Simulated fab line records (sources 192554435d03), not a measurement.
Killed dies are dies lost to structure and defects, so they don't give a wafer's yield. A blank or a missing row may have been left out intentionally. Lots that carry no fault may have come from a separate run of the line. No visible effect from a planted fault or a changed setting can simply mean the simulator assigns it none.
Matching of chambers || flow n5 finfet || cmp-03 running N5_ILD0_CMP_03: 4 sister chambers
The step polishes, stops on SiNx, t overpolish 1.9 s, target thk 197.38 nm. 8 wafers are shown with their chamber, then 7 later ones without.

## WAFERS PAIRED WITH THEIR CHAMBERS
{"wafer": "L076.2", "chamber": 3, "motor current A (A)": 12.2, "time to endpoint s (s)": 72}
{"wafer": "L076.3", "chamber": 2, "motor current A (A)": 11.2, "time to endpoint s (s)": 69}
{"wafer": "L078.1", "chamber": 0, "motor current A (A)": 11.2, "time to endpoint s (s)": 80}
{"wafer": "L078.4", "chamber": 3, "motor current A (A)": 12.3, "time to endpoint s (s)": 73}
{"wafer": "L080.2", "chamber": 2, "motor current A (A)": 11.8, "time to endpoint s (s)": 74}
{"wafer": "L082.4", "chamber": 0, "motor current A (A)": 11.7, "time to endpoint s (s)": 77}
{"wafer": "L083.3", "chamber": 1, "motor current A (A)": 12.5, "time to endpoint s (s)": 70}
{"wafer": "L084.3", "chamber": 1, "motor current A (A)": 12.8, "time to endpoint s (s)": 71}

## WAFERS WITHOUT THEIR CHAMBER
{"wafer": "L084.4", "motor current A (A)": 10.8, "time to endpoint s (s)": 72}
{"wafer": "L085.1", "motor current A (A)": 13.3, "time to endpoint s (s)": 67}
{"wafer": "L085.3", "motor current A (A)": 10.9, "time to endpoint s (s)": 72}
{"wafer": "L086.1", "motor current A (A)": 11.8, "time to endpoint s (s)": 69}
{"wafer": "L086.2", "motor current A (A)": 11.6, "time to endpoint s (s)": 70}
{"wafer": "L087.1", "motor current A (A)": 12.0, "time to endpoint s (s)": 67}
{"wafer": "L095.1", "motor current A (A)": 11.8, "time to endpoint s (s)": 78}

## CHAMBER TAKEN BY EACH
{"wafer": "L084.4", "from the rows above": "can't be placed: 2 or 0", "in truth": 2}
{"wafer": "L085.1", "from the rows above": "can't be placed: 1 or 3", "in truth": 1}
{"wafer": "L085.3", "from the rows above": "can't be placed: 2 or 0", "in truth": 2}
{"wafer": "L086.1", "from the rows above": "can't be placed: 2 or 3 or 1", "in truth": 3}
{"wafer": "L086.2", "from the rows above": "can't be placed: 2 or 3", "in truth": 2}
{"wafer": "L087.1", "from the rows above": "can't be placed: 2 or 3 or 1", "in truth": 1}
{"wafer": "L095.1", "from the rows above": "can't be placed: 0 or 3", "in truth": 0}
Correctly placed: 0 of 7. These rows do not allow placing 7 (true chamber among the candidates in 7). Number placed wrongly: 0.
How it was worked out, from the rows above alone: a wafer's distance from a chamber is the root of the sum, over the readings, of the square of ((its reading less the chamber's mean) divided by the reading's scatter). The wafer belongs to the nearest chamber; if the next one is less than 2 further off, it can't be placed. Each chamber's mean is taken over the wafers shown for it. The scatter: take each reading less its chamber's mean, square it, sum over the shown wafers, divide by the number of wafers less the number of chambers, and take the root.
